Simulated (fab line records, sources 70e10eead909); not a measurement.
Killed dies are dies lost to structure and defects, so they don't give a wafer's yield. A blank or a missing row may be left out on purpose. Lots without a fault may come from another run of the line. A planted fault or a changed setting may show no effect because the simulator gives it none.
Chamber matching | flow nand_harc | NHARC_P_STI_DESCUM_14 on rie_diel-09: 4 sister chambers
The step chemistry O2, time 3 s. 16 wafers are shown with their chamber, then 8 later ones without.

WAFERS WITH THEIR CHAMBER
wafer  | chamber | drypump_motor_current_A (A) | oes_product_au (a.u.) | rf_vpp_V (V)
L075.1 | 3       | 5.6                         | 1.031                 | 57.7
L075.4 | 2       | 6.2                         | 1.002                 | 57.8
L075.5 | 0       | 5.0                         | 1.006                 | 55.7
L077.4 | 2       | 6.3                         | 0.995                 | 57.0
L077.5 | 1       | 5.8                         | 1.003                 | 59.3
L077.6 | 0       | 5.0                         | 0.995                 | 57.4
L078.1 | 3       | 5.6                         | 1.022                 | 57.6
L078.3 | 0       | 5.0                         | 1.000                 | 57.4
L078.6 | 0       | 5.0                         | 0.993                 | 57.0
L079.3 | 0       | 5.0                         | 1.004                 | 57.1
L079.4 | 1       | 5.8                         | 1.017                 | 57.6
L079.5 | 0       | 5.0                         | 0.995                 | 58.9
L082.1 | 0       | 5.0                         | 0.989                 | 57.2
L082.3 | 1       | 5.8                         | 1.024                 | 57.5
L082.5 | 1       | 5.8                         | 1.018                 | 58.5
L087.1 | 3       | 5.6                         | 1.009                 | 59.1

SIGNATURES (means of the wafers above)
reading                 | chamber 0 | chamber 1 | chamber 2 | chamber 3 | scatter within a chamber
drypump_motor_current_A | 5.000     | 5.800     | 6.250     | 5.600     | 0.0204
oes_product_au          | 0.99743   | 1.01550   | 0.99850   | 1.02067   | 0.00781
rf_vpp_V                | 57.243    | 58.225    | 57.400    | 58.133    | 0.872
Rule: a wafer's distance from a chamber is the root of the sum, over the readings, of the square of ((its reading less the chamber's mean) divided by the reading's scatter). The wafer belongs to the nearest chamber; if the next one is less than 2 further off, it can't be placed. The scatter: the root of (the sum of the squares of (reading less its chamber's mean) over the shown wafers, divided by (wafers less chambers)).

WAFERS WITHOUT THEIR CHAMBER
wafer  | drypump_motor_current_A (A) | oes_product_au (a.u.) | rf_vpp_V (V)
L087.5 | 6.2                         | 0.982                 | 56.3
L087.6 | 5.8                         | 0.997                 | 59.4
L092.1 | 6.2                         | 0.999                 | 58.0
L092.2 | 5.6                         | 0.982                 | 57.7
L092.5 | 6.2                         | 0.992                 | 57.1
L093.2 | 5.6                         | 0.996                 | 57.6
L093.4 | 5.0                         | 0.995                 | 57.5
L093.5 | 5.0                         | 0.996                 | 57.5

WHICH CHAMBER EACH WENT THROUGH
wafer  | from the rows above | in truth
L087.5 | 2                   | 2
L087.6 | 1                   | 1
L092.1 | 2                   | 2
L092.2 | 3                   | 3
L092.5 | 2                   | 2
L093.2 | 3                   | 3
L093.4 | 0                   | 0
L093.5 | 0                   | 0
Placed correctly: 8 of 8. Can't be placed from these rows: 0. Placed wrongly: 0.
